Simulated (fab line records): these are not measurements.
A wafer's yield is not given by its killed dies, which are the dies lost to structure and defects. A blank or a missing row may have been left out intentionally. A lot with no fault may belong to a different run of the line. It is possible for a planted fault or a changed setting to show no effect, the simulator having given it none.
What tool caused it? | flow n5Finfet | 33 wafers from 11 lots sampled at 3 of the route's 1938 steps

## WHAT THE GAUGES READ, wafer by wafer
N5_PASSIVATION_OVL_MEAS_63. Usual: for PAD_OVL the level is -1 nm and the standard deviation is 4.9.
lot  | measured     | on         | PAD_OVL (nm) | flag
L486 | day 12 21:12 | overlay-01 | 4 9 1        | 
L487 | day 13 00:14 | overlay-01 | -8 -12 -1    | 
L488 | day 13 16:05 | overlay-01 | 6 6 3        | 
L490 | day 14 00:50 | overlay-02 | 0 -3 -2      | 
L493 | day 14 11:23 | overlay-01 | -6 -3 -7     | 
L499 | day 16 10:55 | overlay-02 | 2 6 0        | 
L501 | day 16 01:59 | overlay-01 | 4 -2 4       | 
L504 | day 18 01:33 | overlay-02 | 4 -1 -1      | 
L506 | day 18 01:53 | overlay-01 | -1 -3 -4     | 
L507 | day 18 19:30 | overlay-01 | -3 -8 1      | 
L509 | day 19 00:29 | overlay-01 | -1 -9 -4     | 

N5_PASSIVATION_OVL_MEAS_66. Usual: for PASS_OPEN_OVL the level is 6 nm and the standard deviation is 6.1.
lot  | measured     | on         | PASS_OPEN_OVL (nm) | flag
L486 | day 12 22:56 | overlay-01 | 5 7 11             | 
L487 | day 13 02:13 | overlay-01 | -2 -1 0            | 
L488 | day 13 17:52 | overlay-02 | 2 1 -2             | 
L490 | day 14 03:05 | overlay-01 | -1 2 8             | 
L493 | day 14 13:14 | overlay-01 | 10 5 9             | 
L499 | day 16 13:17 | overlay-01 | 20 25 15           | 
L501 | day 16 04:04 | overlay-02 | 9 17 8             | 
L504 | day 18 03:25 | overlay-01 | 9 15 2             | 
L506 | day 18 03:45 | overlay-02 | 10 9 2             | 
L507 | day 18 21:28 | overlay-01 | 4 2 12             | 
L509 | day 19 02:13 | overlay-02 | 0 -6 -2            | 

## EACH LOT AND THE TOOL THAT RAN IT (in order: tool; ch and the chambers of the sampled wafers; start)
lot  | N5_BEOL_M3_ETCH_77
L486 | rieDiel-02 ch 0,1,3, day 7 18:21
L487 | rieDiel-06 ch 0,1, day 7 21:34
L488 | rieDiel-05 ch 1,2,3, day 8 02:47
L490 | rieDiel-06 ch 0,2, day 8 07:55
L493 | rieDiel-06 ch 0,2,3, day 9 02:02
L499 | rieDiel-06 ch 1,2,3, day 11 01:32
L501 | rieDiel-06 ch 0,1,2, day 11 02:31
L504 | rieDiel-05 ch 1,2,3, day 11 18:49
L506 | rieDiel-05 ch 0,1,3, day 12 05:30
L507 | rieDiel-05 ch 0,2,3, day 12 12:20
L509 | rieDiel-02 ch 0,2,3, day 13 17:37
- N5_BEOL_M3_ETCH_77: etches underlayer in N2/H2, target depth 6.5 nm, time 5.2 s.

## AS READ BY THE TOOLS THEMSELVES (means over the sampled wafers that have a number; for cases with no such wafer, the mark the record gives instead)
N5_BEOL_M3_ETCH_77. Usual: drypumpMotorCurrentA 5.7 A, standard deviation 0.34; etchRfOnTimeS 5.16 s, standard deviation 0.072; oesProductAu 0.67 a.u., standard deviation 0.068; rfVppV 523 V, standard deviation 3; showerheadPlenumPTorr 2.53 Torr, standard deviation 0.1; throttleValvePct 17.88 %, standard deviation 0.25.
lot  | tool       | drypumpMotorCurrentA (A) | etchRfOnTimeS (s) | oesProductAu (a.u.) | rfVppV (V) | showerheadPlenumPTorr (Torr) | throttleValvePct (%) | flag
L486 | rieDiel-02 | 5.8                      | 5.24              | 0.64                | 525        | 2.61                         | 18.01                | 
L487 | rieDiel-06 | 5.8                      | 5.23              | 0.68                | 524        | 2.57                         | 18.04                | 
L488 | rieDiel-05 | 5.6                      | 5.14              | 0.72                | 524        | 2.54                         | 17.69                | 
L490 | rieDiel-06 | 5.8                      | 5.26              | 0.64                | 523        | 2.52                         | 18.15                | 
L493 | rieDiel-06 | 5.6                      | 5.13              | 0.72                | 525        | 2.60                         | 17.86                | 
L499 | rieDiel-06 | 5.7                      | 5.14              | 0.69                | 521        | 2.49                         | 17.96                | 
L501 | rieDiel-06 | 5.9                      | 5.15              | 0.65                | 522        | 2.48                         | 18.20                | 
L504 | rieDiel-05 | 5.6                      | 5.11              | 0.70                | 524        | 2.53                         | 17.73                | 
L506 | rieDiel-05 | 5.7                      | 5.12              | 0.69                | 523        | 2.50                         | 17.82                | 
L507 | rieDiel-05 | 5.9                      | 5.09              | 0.65                | 523        | 2.54                         | 17.78                | 
L509 | rieDiel-02 | 5.5                      | 5.19              | 0.67                | 524        | 2.52                         | 17.74                | 

## THE ANSWER, worked out from the rows above alone
Rule: a lot counts as off when the mean over its wafers that have a number is more than 3 standard deviations away from the usual mean. Also off: a lot with no number at a reading for which 4 or more lots have one. The other lots that the step has rows for count as sound. Order of review: gauges by route order, followed by the tools' own readings, for which a lot's mean as printed above is used. At the first step where some lot is off, the reading lying furthest off is the one used; lots without a number count as furthest.
Across all readings shown, no lot is off: no conclusion can be drawn from this.

## WHAT WAS PUT IN BY THE SIMULATOR
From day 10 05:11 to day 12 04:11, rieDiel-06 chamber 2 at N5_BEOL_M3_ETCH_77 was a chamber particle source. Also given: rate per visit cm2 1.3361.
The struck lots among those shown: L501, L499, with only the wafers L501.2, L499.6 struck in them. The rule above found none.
